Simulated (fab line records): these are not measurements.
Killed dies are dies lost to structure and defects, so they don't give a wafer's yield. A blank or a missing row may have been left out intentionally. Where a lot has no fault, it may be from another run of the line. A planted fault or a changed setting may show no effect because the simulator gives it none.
Which tool did it? + flow n5-finfet + 33 wafers from 11 lots sampled at 4 of the route's 1938 steps

## WHAT THE GAUGES SHOWED, per wafer
N5_BEOL_M12_THK_MEAS_01.
| lot  | measured     | on            | M12_ILD_THK (nm) |
|------|--------------|---------------|------------------|
| L077 | day 13 04:54 | film-metro-01 | 658 652 662      |
| L078 | day 13 19:23 | film-metro-01 | 655 667 666      |
| L080 | day 14 10:22 | film-metro-01 | 666 672 667      |
| L083 | day 16 18:28 | film-metro-01 | 669 664 677      |
| L085 | day 17 06:53 | film-metro-02 | 664 659 673      |
| L087 | day 18 04:24 | film-metro-02 | 672 669 670      |
| L088 | day 18 17:15 | film-metro-02 | 658 675 660      |
| L097 | day 19 07:47 | film-metro-01 | 652 665 655      |
| L092 | day 19 23:46 | film-metro-02 | 656 652 663      |
| L082 | day 20 17:15 | film-metro-02 | 654 651 662      |
| L096 | day 20 15:52 | film-metro-02 | 674 660 672      |

## TOOL THAT RAN EACH LOT (tool first, then ch and the chambers of the sampled wafers, then the start)
| lot  | N5_BEOL_M11_STRIP_67               | N5_BEOL_M11_DESCUM_33              | N5_BEOL_M11_ETCH_41                           |
|------|------------------------------------|------------------------------------|-----------------------------------------------|
| L077 | rie-diel-03 ch 0,1,3, day 12 22:39 | rie-diel-03 ch 1,2,3, day 13 00:26 | rie-diel-03 ch 1,2,3, day 13 04:54 or earlier |
| L078 | rie-diel-03 ch 0,2,3, day 13 14:18 | rie-diel-03 ch 0,2,3, day 13 15:06 | rie-diel-03 ch 0,2,3, day 13 19:23 or earlier |
| L080 | rie-diel-06 ch 1,2, day 14 03:23   | rie-diel-03 ch 0,2,3, day 14 05:47 | rie-diel-03 ch 0,2,3, day 14 10:22 or earlier |
| L083 | rie-diel-01 ch 0,1,3, day 16 13:17 | rie-diel-06 ch 0,2,3, day 16 15:14 | rie-diel-06 ch 0,2,3, day 16 18:28 or earlier |
| L085 | rie-diel-03 ch 1,3, day 17 01:21   | rie-diel-06 ch 0,2,3, day 17 02:44 | rie-diel-06 ch 0,2,3, day 17 06:53 or earlier |
| L087 | rie-diel-03 ch 0,2, day 17 21:59   | rie-diel-06 ch 1,2,3, day 18 00:14 | rie-diel-06 ch 1,2,3, day 18 04:24 or earlier |
| L088 | rie-diel-01 ch 1,2, day 18 11:47   | rie-diel-03 ch 0,3, day 18 12:40   | rie-diel-03 ch 0,3, day 18 17:15 or earlier   |
| L097 | rie-diel-03 ch 0,2, day 19 03:02   | rie-diel-01 ch 2,3, day 19 04:19   | rie-diel-01 ch 2,3, day 19 07:47 or earlier   |
| L092 | rie-diel-03 ch 1,3, day 19 14:40   | rie-diel-01 ch 0,2, day 19 19:27   | rie-diel-01 ch 0,2, day 19 23:46 or earlier   |
| L082 | rie-diel-03 ch 0,2, day 20 11:07   | rie-diel-03 ch 0,2, day 20 13:08   | rie-diel-03 ch 0,2, day 20 17:15 or earlier   |
| L096 | rie-diel-03 ch 0,1, day 20 11:24   | rie-diel-01 ch 1,2, day 20 12:38   | rie-diel-01 ch 1,2, day 20 15:52 or earlier   |
- N5_BEOL_M11_STRIP_67: strips in CF4.
- N5_BEOL_M11_DESCUM_33: chemistry O2, time 7.9 s.
- N5_BEOL_M11_ETCH_41: etches SiCN in CH3F/O2, target depth 42.6 nm, time 86 s.

## THE ANSWER, worked out from the rows above alone
Rule: usual is defined by the lots themselves. The widest of any qualifying gaps counts: lots, ordered by their means at a reading, are off when they make up no more than a third of the lots, leave a main group of 4 or more, and stand apart from it by 3 or more times the standard deviation of that group's means. If all means in a main group match to the digits the tables above print for the reading, that group is not used. A lot without any number at a reading at which 4 lots or more have one is off too. Any other lot the step has rows for is counted as sound.
No lot is off on any of the readings shown, so nothing can be concluded from this.

## WHAT THE SIMULATOR HAD PUT IN
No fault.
